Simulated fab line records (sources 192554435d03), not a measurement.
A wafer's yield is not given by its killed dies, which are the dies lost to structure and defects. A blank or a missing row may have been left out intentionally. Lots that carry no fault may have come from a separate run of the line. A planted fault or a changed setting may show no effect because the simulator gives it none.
fab line records | flow n5-finfet
[record] lots = 7 | wafers = 21 | last-day = 18
route steps=1938 shown BEOL_M2@898 BEOL_M4@1111 PASSIVATION@1936
lots untouched by any fault: they come from a run of this same line in which no faults occurred
start-h: the number of hours between the record's first day and the start of the first shown wafer of the lot | wait-h: hours from the lot's prior step to this one | " identical to the entry in the row above | L1.1+2: one row covering several wafers at once | - either no value or no given start | * or withheld: withheld | < > ~ a bound
route shown NAME@n: a module of which the file shows steps, and the number in the route of the first | usual: average and standard deviation across the fault-free wafers | same: alike in all rows | chamber/n: place in a boat | sites: the reading at each site | _std_site: the values' standard deviation | _edge_site: the outer-site mean with the inner-site mean subtracted | radius-mm: how far each site lies from the wafer's centre | mask NAME#n: copy n | behind: tool/chamber where the wafer was last shaped | hold: reason for holding the lot/hours on hold/outcome of the hold | device: whichever transistor did not switch (one of n, p or np) | end of line: at the end of the route, the tests of the same wafers | a step given without rows: its recipe and nothing more | killed: dies that structure and defects cost at the first sort, which is not the same as the wafer's yield | map: shows each die of a wafer: x if killed, . if not, _ if none is there
set.NAME: the run value of the setting; set.NAME@STEP: its run value at that earlier step | model.NAME: the simulator's own value behind a step, which no gauge read
lots at selected steps of the route; one table per step, one row per wafer
services: when a tool's chamber went out of use (start-h, in hours from the record's first day, below 0 if earlier), for how many hours, and the reason
[[steps]]
[step N5_BEOL_M2_CD_MEAS_35]
[recipe] target-cd-nm = 18 | target-cd-y-nm = 22.2 | polarity = opening
[usual] cd-nm = 18.0/0.31
lot.wafer | tool      | chamber | start-h | wait-h | cd-nm
L382.1    | cd-sem-02 | -       | 155.42  | 0.0    | 18.1
L382.4    | "         | -       | "       | "      | 17.9
L382.6    | "         | -       | "       | "      | 18.1
L394.4    | cd-sem-03 | -       | 228.75  | 0.0    | 18.2
L394.5    | "         | -       | "       | "      | 18.2
L394.6    | "         | -       | "       | "      | 18.2
L393.2    | cd-sem-01 | -       | 235.05  | 0.0    | 17.6
L393.4    | "         | -       | "       | "      | 18.0
L393.6    | "         | -       | "       | "      | 18.1
L395.1    | cd-sem-01 | -       | 241.14  | 0.0    | 17.7
L395.5    | "         | -       | "       | "      | 18.3
L395.6    | "         | -       | "       | "      | 18.0
L396.1    | cd-sem-01 | -       | 244.62  | 0.0    | 17.8
L396.4    | "         | -       | "       | "      | 18.0
L396.6    | "         | -       | "       | "      | 17.7
L398.3    | cd-sem-01 | -       | 247.42  | 0.0    | 17.6
L398.4    | "         | -       | "       | "      | 17.3
L398.6    | "         | -       | "       | "      | 17.9
L402.1    | cd-sem-02 | -       | 276.57  | 0.0    | 18.3
L402.4    | "         | -       | "       | "      | 18.2
L402.6    | "         | -       | "       | "      | 18.7
[step N5_BEOL_M2_DEGAS_44]
[recipe] ambient = vacuum | temp-c = 250 | time-s = 60
[usual] heater-power-w = 339/38
lot.wafer | tool           | chamber | start-h | wait-h | heater-power-w
L382.1    | pvd-sputter-03 | -       | 155.47  | 0.0    | 404
L382.4    | "              | -       | "       | "      | 289
L382.6    | "              | -       | "       | "      | 297
L394.4    | pvd-sputter-03 | -       | 228.95  | 0.2    | 397
L394.5    | "              | -       | "       | "      | 394
L394.6    | "              | -       | "       | "      | 347
L393.2    | pvd-sputter-01 | -       | 235.16  | 0.1    | 316
L393.4    | "              | -       | "       | "      | 337
L393.6    | "              | -       | "       | "      | 342
L395.1    | pvd-sputter-03 | -       | 241.41  | 0.3    | 397
L395.5    | "              | -       | "       | "      | 350
L395.6    | "              | -       | "       | "      | 403
L396.1    | pvd-sputter-02 | -       | 245.15  | 0.5    | 373
L396.4    | "              | -       | "       | "      | 302
L396.6    | "              | -       | "       | "      | 296
L398.3    | pvd-sputter-02 | -       | 247.55  | 0.1    | 301
L398.4    | "              | -       | "       | "      | 295
L398.6    | "              | -       | "       | "      | 296
L402.1    | pvd-sputter-03 | -       | 276.79  | 0.2    | 399
L402.4    | "              | -       | "       | "      | 390
L402.6    | "              | -       | "       | "      | 391
[step N5_BEOL_M2_PRE_CLEAN_45]
[recipe] gas = H2/He | time-s = 30 | temp-c = 250
[step N5_BEOL_M2_ALD_84]
[recipe] material = TaN | target-thk-a = * | temp-c = 275 | ald-precursor-family = PDMAT | ald-co-reactant = NH3 | pressure-torr = 3 | carrier-flow-sccm = 1500 | pulse-time-s = 2 | purge-time-s = 3 | co-reactant-purge-time-s = 2 | co-reactant-pulse-time-s = 3 | ald-cycles = 30 | precursor-vessel-temp-c = 75 | precursor-vessel-pressure-torr = 26.25 | precursor-vessel-carrier-sccm = 1000
[usual] chamber-pressure-Torr = 3.001/0.0065 | heater-power-w = 428/34 | mfc-carrier-sccm = 1500/4.4 | precursor-vessel-temp-c = 75.00/0.13
lot.wafer | tool         | chamber | start-h | wait-h | chamber-pressure-Torr | heater-power-w | mfc-carrier-sccm | precursor-vessel-temp-c
L382.1    | ald-metal-03 | 3       | 155.63  | 0.1    | 3.005                 | 386            | 1500             | 75.02
L382.4    | "            | 1       | "       | "      | 3.005                 | 502            | 1499             | 75.05
L382.6    | "            | 3       | "       | "      | 3.004                 | 393            | 1509             | 74.95
L394.4    | ald-metal-01 | 3       | 229.06  | 0.1    | 2.995                 | 468            | 1505             | 75.29
L394.5    | "            | 0       | "       | "      | 3.001                 | 413            | 1498             | 74.97
L394.6    | "            | 1       | "       | "      | 2.995                 | 467            | 1500             | 74.88
L393.2    | ald-metal-01 | 0       | 235.26  | 0.0    | 2.992                 | 426            | 1499             | 75.22
L393.4    | "            | 2       | "       | "      | 3.007                 | 428            | 1496             | 75.10
L393.6    | "            | 3       | "       | "      | 3.004                 | 467            | 1501             | 74.88
L395.1    | ald-metal-02 | 0       | 241.51  | 0.0    | 3.004                 | 415            | 1503             | 74.88
L395.5    | "            | 1       | "       | "      | 3.011                 | 420            | 1499             | 74.97
L395.6    | "            | 2       | "       | "      | 2.997                 | 396            | 1502             | 75.02
L396.1    | ald-metal-02 | 1       | 245.33  | 0.1    | 3.003                 | 425            | 1506             | 75.08
L396.4    | "            | 2       | "       | "      | 2.984                 | 399            | 1496             | 74.98
L396.6    | "            | 0       | "       | "      | 2.998                 | 399            | 1496             | 74.81
L398.3    | ald-metal-02 | 1       | 247.65  | 0.0    | 3.006                 | 413            | 1498             | 74.96
L398.4    | "            | 2       | "       | "      | 3.005                 | 387            | 1500             | 74.97
L398.6    | "            | 2       | "       | "      | 3.005                 | 385            | 1497             | 74.94
L402.1    | ald-metal-02 | 0       | 276.89  | 0.0    | 3.002                 | 401            | 1493             | 74.99
L402.4    | "            | 1       | "       | "      | 2.988                 | 425            | 1503             | 75.10
L402.6    | "            | 1       | "       | "      | 2.996                 | 421            | 1488             | 75.03
[step N5_BEOL_M2_SURFACE_TREAT_85]
[recipe] gas = Ar | time-s = * | ion-energy-ev = * | ion-current-ma-cm2 = 0.5 | pressure-mtorr = * | ar-flow-sccm = 30
[usual] ar-flow-sccm = 30.00/0.092 | throttle-valve-pct = *
lot.wafer | tool           | chamber | start-h | wait-h | ar-flow-sccm | throttle-valve-pct
L382.1    | pvd-sputter-03 | -       | 155.95  | 0.2    | 30.07        | *
L382.4    | "              | -       | "       | "      | 30.10        | *
L382.6    | "              | -       | "       | "      | 29.92        | *
L394.4    | pvd-sputter-02 | -       | 229.29  | 0.1    | 30.05        | *
L394.5    | "              | -       | "       | "      | 29.95        | *
L394.6    | "              | -       | "       | "      | 29.90        | *
L393.2    | pvd-sputter-01 | -       | 235.52  | 0.2    | 30.11        | *
L393.4    | "              | -       | "       | "      | 29.94        | *
L393.6    | "              | -       | "       | "      | 30.15        | *
L395.1    | pvd-sputter-01 | -       | 241.76  | 0.2    | 29.95        | *
L395.5    | "              | -       | "       | "      | 29.94        | *
L395.6    | "              | -       | "       | "      | 30.18        | *
L396.1    | pvd-sputter-03 | -       | 245.66  | 0.2    | 29.96        | *
L396.4    | "              | -       | "       | "      | 30.00        | *
L396.6    | "              | -       | "       | "      | 29.99        | *
L398.3    | pvd-sputter-03 | -       | 247.88  | 0.1    | 30.06        | *
L398.4    | "              | -       | "       | "      | 30.06        | *
L398.6    | "              | -       | "       | "      | 30.06        | *
L402.1    | pvd-sputter-02 | -       | 277.12  | 0.1    | 29.94        | *
L402.4    | "              | -       | "       | "      | 30.01        | *
L402.6    | "              | -       | "       | "      | 30.01        | *
[step N5_BEOL_M2_CVD_47]
[recipe] material = Co | target-thk-a = 30 | temp-c = withheld | precursor = CCTBA/H2 | pressure-torr = 30 | time-s = 223.8
[step N5_BEOL_M2_SPUTTER_48]
[recipe] material = Cu | target-thk-a = 45 | temp-c = -20 | chamber-pressure-pa = 0.07 | power-w = withheld | time-s = 8.29
[step N5_BEOL_M2_ANNEAL_49]
[recipe] temp-c = 400 | time-s = 240 | ambient = vacuum
[step N5_BEOL_M2_SPUTTER_79]
[recipe] material = Cu | target-thk-a = 45 | temp-c = -20 | chamber-pressure-pa = 0.07 | power-w = withheld | time-s = 8.29
[step N5_BEOL_M2_ANNEAL_80]
[recipe] temp-c = 400 | time-s = 240 | ambient = vacuum
[step N5_BEOL_M2_SPUTTER_81]
[recipe] material = Cu | target-thk-a = 45 | temp-c = -20 | chamber-pressure-pa = 0.07 | power-w = withheld | time-s = 8.29
[usual] chamber-pressure-pa = 0.07001/0.00014 | chuck-gas-flow-sccm = 1.27/0.057 | throttle-valve-pct = 29.7/1.2
lot.wafer | tool           | chamber | start-h | wait-h | chamber-pressure-pa | chuck-gas-flow-sccm | throttle-valve-pct
L382.1    | pvd-sputter-01 | -       | 158.14  | 0.1    | 0.06997             | 1.22                | 29.9
L382.4    | "              | -       | "       | "      | 0.07                | 1.26                | 29.2
L382.6    | "              | -       | "       | "      | 0.07014             | 1.18                | 29.4
L394.4    | pvd-sputter-03 | -       | 229.95  | 0.1    | 0.06995             | 1.29                | 30.3
L394.5    | "              | -       | "       | "      | 0.07013             | 1.23                | 30.4
L394.6    | "              | -       | "       | "      | 0.06986             | 1.31                | 31.1
L393.2    | pvd-sputter-02 | -       | 236.19  | 0.1    | 0.06983             | 1.34                | 29.7
L393.4    | "              | -       | "       | "      | 0.06996             | 1.30                | 27.2
L393.6    | "              | -       | "       | "      | 0.0698              | 1.25                | 27.2
L395.1    | pvd-sputter-01 | -       | 242.63  | 0.1    | 0.07003             | 1.25                | 29.2
L395.5    | "              | -       | "       | "      | 0.07014             | 1.30                | 27.8
L395.6    | "              | -       | "       | "      | 0.06985             | 1.20                | 31.0
L396.1    | pvd-sputter-03 | -       | 246.48  | 0.1    | 0.07025             | 1.32                | 30.2
L396.4    | "              | -       | "       | "      | 0.07001             | 1.28                | 28.9
L396.6    | "              | -       | "       | "      | 0.07005             | 1.31                | 30.5
L398.3    | pvd-sputter-03 | -       | 248.58  | 0.1    | 0.06989             | 1.19                | 30.7
L398.4    | "              | -       | "       | "      | 0.0699              | 1.32                | 28.7
L398.6    | "              | -       | "       | "      | 0.06993             | 1.25                | 31.2
L402.1    | pvd-sputter-03 | -       | 277.84  | 0.1    | 0.07013             | 1.20                | 30.5
L402.4    | "              | -       | "       | "      | 0.06993             | 1.30                | 29.1
L402.6    | "              | -       | "       | "      | 0.07006             | 1.30                | 30.3
[step N5_BEOL_M2_ANNEAL_82]
[recipe] temp-c = 400 | time-s = 240 | ambient = vacuum
[usual] heater-power-w = 856/97
lot.wafer | tool           | chamber | start-h | wait-h | heater-power-w
L382.1    | pvd-sputter-01 | -       | 158.22  | 0.0    | 857
L382.4    | "              | -       | "       | "      | 803
L382.6    | "              | -       | "       | "      | 830
L394.4    | pvd-sputter-03 | -       | 230.03  | 0.0    | 992
L394.5    | "              | -       | "       | "      | 960
L394.6    | "              | -       | "       | "      | 982
L393.2    | pvd-sputter-02 | -       | 236.27  | 0.0    | 764
L393.4    | "              | -       | "       | "      | 936
L393.6    | "              | -       | "       | "      | 930
L395.1    | pvd-sputter-01 | -       | 242.71  | 0.0    | 819
L395.5    | "              | -       | "       | "      | 820
L395.6    | "              | -       | "       | "      | 734
L396.1    | pvd-sputter-03 | -       | 246.56  | 0.0    | 990
L396.4    | "              | -       | "       | "      | 874
L396.6    | "              | -       | "       | "      | 988
L398.3    | pvd-sputter-03 | -       | 248.66  | 0.0    | 987
L398.4    | "              | -       | "       | "      | 840
L398.6    | "              | -       | "       | "      | 974
L402.1    | pvd-sputter-03 | -       | 277.92  | 0.0    | 965
L402.4    | "              | -       | "       | "      | 835
L402.6    | "              | -       | "       | "      | 1000
[step N5_BEOL_M2_SPUTTER_86]
[recipe] material = Cu | target-thk-a = 45 | temp-c = -20 | chamber-pressure-pa = 0.07 | power-w = withheld | time-s = 8.29
[usual] chamber-pressure-pa = 0.07003/0.00012 | chuck-gas-flow-sccm = 1.27/0.054 | throttle-valve-pct = 29.7/1.1
lot.wafer | tool           | chamber | start-h | wait-h | chamber-pressure-pa | chuck-gas-flow-sccm | throttle-valve-pct
L382.1    | pvd-sputter-01 | -       | 158.36  | 0.1    | 0.06993             | 1.25                | 29.5
L382.4    | "              | -       | "       | "      | 0.06993             | 1.17                | 28.9
L382.6    | "              | -       | "       | "      | 0.07002             | 1.31                | 29.3
L394.4    | pvd-sputter-03 | -       | 230.17  | 0.1    | -                   | -                   | -
L394.5    | "              | -       | "       | "      | -                   | -                   | -
L394.6    | "              | -       | "       | "      | -                   | -                   | -
L393.2    | pvd-sputter-02 | -       | 236.41  | 0.1    | -                   | -                   | -
L393.4    | "              | -       | "       | "      | -                   | -                   | -
L393.6    | "              | -       | "       | "      | -                   | -                   | -
L395.1    | pvd-sputter-01 | -       | 242.85  | 0.1    | -                   | -                   | -
L395.5    | "              | -       | "       | "      | -                   | -                   | -
L395.6    | "              | -       | "       | "      | -                   | -                   | -
L396.1    | pvd-sputter-03 | -       | 246.70  | 0.1    | 0.07018             | 1.21                | 30.4
L396.4    | "              | -       | "       | "      | 0.06992             | 1.27                | 28.9
L396.6    | "              | -       | "       | "      | 0.07014             | 1.26                | 30.6
L398.3    | pvd-sputter-03 | -       | 248.80  | 0.1    | 0.07011             | 1.38                | 30.6
L398.4    | "              | -       | "       | "      | 0.07021             | 1.23                | 28.7
L398.6    | "              | -       | "       | "      | 0.0697              | 1.26                | 31.1
L402.1    | pvd-sputter-03 | -       | 278.06  | 0.1    | 0.07001             | 1.27                | 30.7
L402.4    | "              | -       | "       | "      | 0.07002             | 1.23                | 28.8
L402.6    | "              | -       | "       | "      | 0.07009             | 1.17                | 30.5
[step N5_BEOL_M2_ANNEAL_87]
[recipe] temp-c = 400 | time-s = 240 | ambient = vacuum
[step N5_BEOL_M4_RC_MEAS_101]
[usual] DIBL_N = 36.5/1.4 | DIBL_P = 36.9/1.7 | IOFF_N = 0.163/0.023 | IOFF_P = 0.22/0.032 | ION_N = 673/9 | ION_P = 462/7.5 | SS_N = 71.6/0.54 | SS_P = 73.4/0.62 | VT_N = 249.8/2.8 | VT_P = -250/3.5
lot.wafer | tool      | chamber | start-h | wait-h | DIBL_N[mV/V] | DIBL_P[mV/V] | IOFF_N[nA/um] | IOFF_P[nA/um] | ION_N[uA/um] | ION_P[uA/um] | SS_N[mV/dec] | SS_P[mV/dec] | VT_N[mV] | VT_P[mV]
L382.1    | prober-01 | 0       | 185.89  | 0.0    | 37.2         | 38.9         | 0.186         | 0.26          | 674          | 467          | 71.8         | 74.9         | 249.9    | -246
L382.4    | "         | 0       | "       | "      | 37.2         | 39.2         | 0.184         | 0.26          | 680          | 470          | 71.3         | 74.1         | 250.4    | -247
L382.6    | "         | 0       | "       | "      | 37.4         | 38.4         | 0.177         | 0.25          | 670          | 461          | 71.5         | 74.5         | 248.7    | -246
L394.4    | prober-01 | 0       | 251.01  | 0.5    | 36.0         | 36.3         | 0.151         | 0.20          | 684          | 466          | 71.3         | 73.4         | 250.4    | -251
L394.5    | "         | 0       | "       | "      | 37.1         | 37.4         | 0.179         | 0.22          | 689          | 470          | 71.8         | 73.4         | 247.2    | -250
L394.6    | "         | 0       | "       | "      | 37.4         | 38.5         | 0.187         | 0.25          | 678          | 468          | 71.8         | 74.0         | 247.0    | -248
L393.2    | prober-02 | 0       | 258.94  | 0.2    | 37.3         | 38.2         | 0.175         | 0.24          | 669          | 470          | 71.9         | 73.6         | 250.3    | -247
L393.4    | "         | 0       | "       | "      | 39.0         | 40.7         | 0.220         | 0.30          | 691          | 478          | 71.2         | 74.4         | 243.9    | -245
L393.6    | "         | 0       | "       | "      | 37.0         | 38.4         | 0.173         | 0.25          | 680          | 471          | 71.3         | 73.1         | 249.1    | -246
L395.1    | prober-02 | 0       | 272.75  | 0.0    | 37.6         | 38.5         | 0.189         | 0.23          | 686          | 463          | 72.4         | 73.5         | 245.7    | -251
L395.5    | "         | 0       | "       | "      | 35.5         | 35.7         | 0.147         | 0.20          | 657          | 456          | 71.5         | 72.8         | 249.1    | -250
L395.6    | "         | 0       | "       | "      | 38.1         | 37.6         | 0.191         | 0.23          | 664          | 456          | 72.3         | 73.9         | 246.6    | -250
L396.1    | prober-02 | 0       | 276.53  | 0.0    | 36.5         | 38.4         | 0.171         | 0.22          | 669          | 457          | 71.6         | 73.4         | 248.7    | -248
L396.4    | "         | 0       | "       | "      | 36.6         | 38.5         | 0.178         | 0.23          | 683          | 469          | 72.6         | 72.7         | 249.9    | -249
L396.6    | "         | 0       | "       | "      | 36.5         | 38.4         | 0.169         | 0.22          | 681          | 467          | 71.5         | 73.4         | 249.4    | -252
L398.3    | prober-01 | 0       | 278.24  | 0.3    | 34.9         | 37.1         | 0.153         | 0.22          | 675          | 473          | 71.8         | 73.9         | 251.9    | -244
L398.4    | "         | 0       | "       | "      | 35.1         | 36.5         | 0.143         | 0.22          | 672          | 464          | 72.2         | 73.9         | 255.5    | -249
L398.6    | "         | 0       | "       | "      | 34.1         | 35.7         | 0.139         | 0.20          | 670          | 467          | 70.9         | 72.9         | 253.1    | -249
L402.1    | prober-02 | 0       | 303.67  | 0.0    | 36.8         | 35.8         | 0.174         | 0.24          | 670          | 468          | 71.3         | 73.7         | 247.3    | -249
L402.4    | "         | 0       | "       | "      | 36.5         | 34.9         | 0.172         | 0.23          | 662          | 455          | 72.4         | 73.5         | 248.9    | -249
L402.6    | "         | 0       | "       | "      | 35.4         | 34.1         | 0.147         | 0.22          | 671          | 462          | 71.2         | 72.8         | 249.3    | -249
[step N5_PASSIVATION_PROBE_49]
[usual] defect-limited-yield = 91.2/1.4 | killed_at_M0_to_M3 = 35/11 | killed_at_M4_up = 12/4.2 | killed-at-contacts = 13/5.6 | killed-at-front-end = 40/12 | killed-at-other = 3.3/2.6 | killed-dies = 103/17 | killed-open = 68/12 | killed-short = 34/7.6 | sort_bin_5_function = 5.1/0.95 | sort_bin_6_memory = 3.3/0.68 | sort-n-pass = 1077/17 | sort-yield-pct = 91.2/1.4
[same] gross-dies = 1180 | killed-at-back-side = 0 | sort_bin_4_leakage[%] = 0 | sort_bin_8_speed[%] = 0
lot.wafer | tool      | chamber | start-h | wait-h | defect-limited-yield[%] | killed_at_M0_to_M3 | killed_at_M4_up | killed-at-contacts | killed-at-front-end | killed-at-other | killed-dies | killed-open | killed-short | sort_bin_5_function[%] | sort_bin_6_memory[%] | sort-n-pass | sort-yield-pct[%]
L382.1    | prober-01 | -       | 286.72  | 0.0    | 90.7                    | 47                 | 6               | 12                 | 45                  | 0               | 110         | 78          | 29           | 6.3                    | 2.5                  | 1070        | 90.7
L382.4    | prober-01 | -       | 286.87  | 0.2    | 91.0                    | 35                 | 12              | 9                  | 49                  | 1               | 106         | 66          | 39           | 5.3                    | 3.2                  | 1074        | 91.0
L382.6    | prober-01 | -       | 286.97  | 0.3    | 92.2                    | 36                 | 12              | 11                 | 33                  | 0               | 92          | 60          | 31           | 4.2                    | 3.4                  | 1088        | 92.2
L394.4    | prober-01 | -       | 349.28  | 0.2    | 90.0                    | 33                 | 8               | 20                 | 53                  | 4               | 118         | 76          | 37           | 6.4                    | 3.4                  | 1062        | 90.0
L394.5    | prober-01 | -       | 349.33  | 0.2    | 91.1                    | 37                 | 15              | 14                 | 36                  | 3               | 105         | 74          | 25           | 5.6                    | 3.1                  | 1075        | 91.1
L394.6    | prober-01 | -       | 349.38  | 0.3    | 89.9                    | 64                 | 12              | 4                  | 36                  | 3               | 119         | 60          | 52           | 4.8                    | 4.3                  | 1061        | 89.9
L393.2    | prober-02 | -       | 355.80  | 0.1    | 91.9                    | 32                 | 9               | 15                 | 38                  | 1               | 95          | 63          | 25           | 5.6                    | 2.3                  | 1085        | 91.9
L393.4    | prober-02 | -       | 355.90  | 0.2    | 90.3                    | 23                 | 14              | 16                 | 61                  | 0               | 114         | 78          | 31           | 5.5                    | 3.9                  | 1066        | 90.3
L393.6    | prober-02 | -       | 356.00  | 0.3    | 89.5                    | 40                 | 10              | 18                 | 52                  | 4               | 124         | 77          | 39           | 6.4                    | 3.5                  | 1056        | 89.5
L395.1    | prober-02 | -       | 374.74  | 0.0    | 91.5                    | 38                 | 13              | 14                 | 33                  | 2               | 100         | 61          | 32           | 4.7                    | 3.2                  | 1080        | 91.5
L395.5    | prober-02 | -       | 374.94  | 0.2    | 91.3                    | 43                 | 17              | 16                 | 24                  | 3               | 103         | 61          | 35           | 4.7                    | 3.6                  | 1077        | 91.3
L395.6    | prober-02 | -       | 374.99  | 0.3    | 90.6                    | 54                 | 15              | 10                 | 29                  | 3               | 111         | 68          | 36           | 5.8                    | 3.4                  | 1069        | 90.6
// killed by level:class
L382.1 BEOL_M1:geometric-particle:open=13 BEOL_M0_SAQP:geometric-particle:open=13 MOL_CONTACT_COAG:geometric-particle:open=10 FIN_SAQP:geometric-particle:open=9 DUMMY_GATE:geometric-particle:open=9 FIN_SAQP:geometric-particle:short=8 BEOL_M0_SAQP:geometric-particle:short=7 STI_FIN_REVEAL:geometric-particle:open=6
L382.4 FIN_SAQP:geometric-particle:open=12 BEOL_M0_SAQP:geometric-particle:short=12 BEOL_M0_SAQP:geometric-particle:open=11 FIN_SAQP:geometric-particle:short=10 STI_FIN_REVEAL:geometric-particle:open=7 MOL_CONTACT_COAG:geometric-particle:open=6 BEOL_M4:geometric-particle:open=6 STARTING-WAFER:geometric-particle:open=5
L382.6 MOL_CONTACT_COAG:geometric-particle:open=10 FIN_SAQP:geometric-particle:short=8 BEOL_M0_SAQP:geometric-particle:short=8 BEOL_M1:geometric-particle:open=8 STI_FIN_REVEAL:geometric-particle:open=7 GATE_CUT:geometric-particle:short=6 BEOL_M2:geometric-particle:open=6 BEOL_M4:geometric-particle:open=6
L394.4 MOL_CONTACT_COAG:geometric-particle:open=15 STI_FIN_REVEAL:geometric-particle:open=11 FIN_SAQP:geometric-particle:open=8 BEOL_M3:geometric-particle:open=7 MOL_CONTACT_COAG:geometric-particle:short=5 BEOL_M2:geometric-particle:open=5 BEOL_M2:interface-void-opened=5 FIN_CUT:geometric-particle:short=4
L394.5 MOL_CONTACT_COAG:geometric-particle:open=11 FIN_SAQP:geometric-particle:open=10 BEOL_M1:geometric-particle:open=10 BEOL_M0_SAQP:geometric-particle:open=8 BEOL_M3:geometric-particle:open=5 BEOL_M4:geometric-particle:open=5 STI_FIN_REVEAL:geometric-particle:open=4 BEOL_M2:geometric-particle:open=4
L394.6 BEOL_M0_SAQP:geometric-particle:short=19 BEOL_M1:geometric-particle:open=11 BEOL_M0_SAQP:geometric-particle:open=9 STI_FIN_REVEAL:geometric-particle:open=7 BEOL_M4:geometric-particle:open=7 FIN_SAQP:geometric-particle:short=6 BEOL_M1:geometric-particle:short=6 BEOL_M3:geometric-particle:open=6
L393.2 MOL_CONTACT_COAG:geometric-particle:open=15 BEOL_M0_SAQP:geometric-particle:open=8 FIN_SAQP:geometric-particle:open=7 STI_FIN_REVEAL:geometric-particle:open=7 BEOL_M2:geometric-particle:open=7 BEOL_M2:interface-void-opened=6 FIN_SAQP:geometric-particle:short=4 GATE_CUT:geometric-particle:short=4
L393.4 FIN_SAQP:geometric-particle:open=17 MOL_CONTACT_COAG:geometric-particle:open=13 STI_FIN_REVEAL:geometric-particle:open=11 BEOL_M1:geometric-particle:open=7 FIN_SAQP:geometric-particle:short=6 GATE_CUT:geometric-particle:short=5 BEOL_M2:geometric-particle:open=5 DUMMY_GATE:geometric-particle:open=4
L393.6 MOL_CONTACT_COAG:geometric-particle:open=16 FIN_SAQP:geometric-particle:open=14 BEOL_M0_SAQP:geometric-particle:open=10 FIN_SAQP:geometric-particle:short=9 BEOL_M0_SAQP:geometric-particle:short=7 BEOL_M2:geometric-particle:open=7 BEOL_M2:interface-void-opened=7 STI_FIN_REVEAL:geometric-particle:open=5
L395.1 BEOL_M0_SAQP:geometric-particle:short=12 BEOL_M0_SAQP:geometric-particle:open=10 MOL_CONTACT_COAG:geometric-particle:open=9 FIN_SAQP:geometric-particle:open=8 DUMMY_GATE:geometric-particle:open=8 BEOL_M2:interface-void-opened=7 MOL_CONTACT_COAG:geometric-particle:short=5 STI_FIN_REVEAL:geometric-particle:open=5
L395.5 MOL_CONTACT_COAG:geometric-particle:open=13 BEOL_M3:geometric-particle:open=10 BEOL_M0_SAQP:geometric-particle:short=9 BEOL_M0_SAQP:geometric-particle:open=8 GATE_CUT:geometric-particle:short=5 BEOL_M0:geometric-particle:open=4 BEOL_M4:geometric-particle:open=4 BEOL_M6:geometric-particle:open=4
L395.6 BEOL_M1:geometric-particle:open=13 BEOL_M0_SAQP:geometric-particle:open=9 BEOL_M3:geometric-particle:open=9 MOL_CONTACT_COAG:geometric-particle:open=8 BEOL_M0_SAQP:geometric-particle:short=7 BEOL_M2:interface-void-opened=7 GATE_CUT:geometric-particle:short=6 FIN_SAQP:geometric-particle:short=5
[[services]]
tool         | chamber | start-h | hours | kind
ald-metal-03 | 2       | 139.43  | 27.2  | repair
ald-metal-02 | -       | 148.37  | 1.7   | repair
ald-metal-01 | -       | 202.06  | 2.8   | pm
ald-metal-02 | 2       | 219.82  | 18.5  | repair
[[key]]
[first-sign] step = N5_BEOL_M2_SPUTTER_86 | reading = tool-record | direction = missing
effect none on later readings
met-at N5_BEOL_M2_SPUTTER_86
struck-wafers L393.2,L393.4,L393.6,L394.4,L394.5,L394.6,L395.1,L395.5,L395.6
onset-between 158.36 230.17
[fault] kind = skipped-step-whole | tool = pvd-sputter-01,pvd-sputter-02,pvd-sputter-03 | chamber = - | onset-h = 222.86 | steps = N5_BEOL_M2_SPUTTER_86 | scope = struck-lots-only
